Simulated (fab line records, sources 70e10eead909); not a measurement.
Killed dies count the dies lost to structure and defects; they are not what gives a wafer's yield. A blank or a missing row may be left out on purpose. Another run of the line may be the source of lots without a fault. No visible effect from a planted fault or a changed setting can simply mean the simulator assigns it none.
A struck lot beside a sound one    flow nand harc    14 steps out of a route of 1159
Sound: wafers L999.3, L999.5, L999.6. Struck: wafers L998.2, L998.3, L998.4. Last of all comes the cause.
Per side, at each step with rows, come the tool, then ch with its chambers, and then its first start. Under that, the readings that differ: sound wafers    struck wafers    difference of the means    sigmas: that difference in standard deviations of wafers without a fault.
alike: words and numbers the same on both sides, and readings whose means are apart by under 2 such deviations; not compared: readings that were withheld, readings missing a value for some wafer, numbers with overlapping values and no deviation given by the record, and bounds like >300 which may hide the same value.
Wherever a step has rows on one side only, a row that says differs or no value, or a row with sigmas, the two part there. Non-overlapping numbers with no deviation appear without sigmas and do not part them. Lack of a reading on every wafer of one side parts them only where that side has two or more wafers.

NHARC_A_STAIRCASE_STRIP_446: strips in O2.
  sound on plasma asher-02 ch 0,1, day 16 22:53; struck on plasma asher-02 ch 0,1, day 16 09:57
  alike: drypump motor current A, heater power w
  not compared: rf hours counter h
then, 4 steps without rows for these wafers: NHARC_A_STAIRCASE_STRIP_447 (strips in SPM, time 900 s); NHARC_A_STAIRCASE_PRECLEAN_448 (cleans in SC1); NHARC_A_STAIRCASE_SRD_449; NHARC_A_STAIRCASE_CMP_450 (polishes SiO2, target thk 200 nm).
NHARC_A_STAIRCASE_CMP_152: polishes.
  sound on cmp-01 ch 0,2,3, day 16 23:41; struck on cmp-01 ch 1,2,3, day 16 10:47
  alike: motor current A
then, 2 steps without rows for these wafers: NHARC_A_STAIRCASE_SRD_154; NHARC_A_STAIRCASE_ETCH_403 (etches SiO2 in dHF, target depth 108.2 nm).
NHARC_A_STAIRCASE_ETCHBACK_422: etches the open film in CH3F/O2, target depth 40 nm, time 74.286 s.
  sound on rie diel-07 ch 0,3, day 17 00:08; struck on rie diel-07 ch 0,2,3, day 16 11:14
  alike: drypump motor current A, oes product au, rf vpp V, showerhead plenum p Torr, throttle valve pct
  not compared: rf hours counter h
then, 1 step without rows for these wafers: NHARC_A_STAIRCASE_ETCH_423 (etches SiO2 in dHF, target depth 30 nm).
NHARC_A_STAIRCASE_ETCHBACK_157: etches the open film in CH3F/O2, target depth 90 nm, time 167.14 s.
  sound on rie diel-08 ch 0,1,3, day 17 00:34; struck on rie diel-07 ch 0,2, day 16 11:37
reading                      sound              struck             difference  sigmas
drypump motor current A (A)  6.5 6.3 6.0        4.7 5.1 5.0        -1.3        -2
oes product au (a.u.)        0.932 0.925 0.926  0.994 0.993 0.987  +0.064      +2
  alike: rf vpp V, showerhead plenum p Torr, throttle valve pct
  not compared: rf hours counter h
NHARC_A_STAIRCASE_STRIP_475: strips in O2, time 20 s.
  sound on rie diel-08 ch 0,1, day 17 00:43; struck on rie diel-07 ch 0,2,3, day 16 11:49
  no value came back on the struck wafers for any of 7 readings (bias w (W), chamber pressure mTorr (mTorr) and others); on the sound wafers bias w (W) reads 0 0 0
  not compared: rf hours counter h
NHARC_A_STAIRCASE_DEP_471: deposits SiO2, target thk 100 nm.
  sound on pecvd-02 ch 1,2, day 17 00:52; struck on pecvd-01 ch 0,1, day 16 11:58
  alike: heater power w, throttle valve pct
after that, 1 step had no rows for these wafers: NHARC_END_SORT_01.

== WHERE THEY PART ==
At NHARC_A_STAIRCASE_ETCHBACK_157 first; at NHARC_A_STAIRCASE_STRIP_475 last (within this record only). Later steps at which nothing parts them and some readings are alike: NHARC_A_STAIRCASE_DEP_471.

WHY: whatever the simulator had introduced
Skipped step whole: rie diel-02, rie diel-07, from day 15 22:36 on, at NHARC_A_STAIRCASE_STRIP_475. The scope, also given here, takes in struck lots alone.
